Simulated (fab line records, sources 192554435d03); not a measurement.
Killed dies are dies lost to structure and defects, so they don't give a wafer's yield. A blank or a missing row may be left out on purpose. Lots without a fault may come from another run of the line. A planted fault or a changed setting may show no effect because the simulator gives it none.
Chamber matching | flow n5_finfet | N5_BEOL_M13_ETCH_38 on rie_diel-02: 3 sister chambers
The step etches SiCN in CF4/N2, target depth 67.5 nm, time 71.9 s. 6 wafers are shown with their chamber, then 5 later ones without.

WAFERS WITH THEIR CHAMBER
wafer  | chamber | oes_product_au (a.u.) | throttle_valve_pct (%)
L081.2 | 3       | 0.71                  | 15.78
L087.3 | 2       | 0.72                  | 15.35
L087.5 | 1       | 0.86                  | 15.14
L087.6 | 2       | 0.71                  | 15.35
L085.2 | 3       | 0.71                  | 15.80
L085.5 | 1       | 0.87                  | 15.17

WAFERS WITHOUT THEIR CHAMBER
wafer  | oes_product_au (a.u.) | throttle_valve_pct (%)
L088.1 | 0.71                  | 15.78
L088.2 | 0.86                  | 15.17
L094.1 | 0.70                  | 15.37
L094.5 | 0.84                  | 15.21
L094.6 | 0.70                  | 15.38

WHICH CHAMBER EACH WENT THROUGH
wafer  | from the rows above | in truth
L088.1 | 3                   | 3
L088.2 | 1                   | 1
L094.1 | 2                   | 2
L094.5 | 1                   | 1
L094.6 | 2                   | 2
Placed correctly: 5 of 5. Can't be placed from these rows: 0. Placed wrongly: 0.
How it was worked out, from the rows above alone: a wafer's distance from a chamber is the root of the sum, over the readings, of the square of ((its reading less the chamber's mean) divided by the reading's scatter). The wafer belongs to the nearest chamber; if the next one is less than 2 further off, it can't be placed. A chamber's mean is the mean of its shown wafers. The scatter: the root of (the sum of the squares of (reading less its chamber's mean) over the shown wafers, divided by (wafers less chambers)).
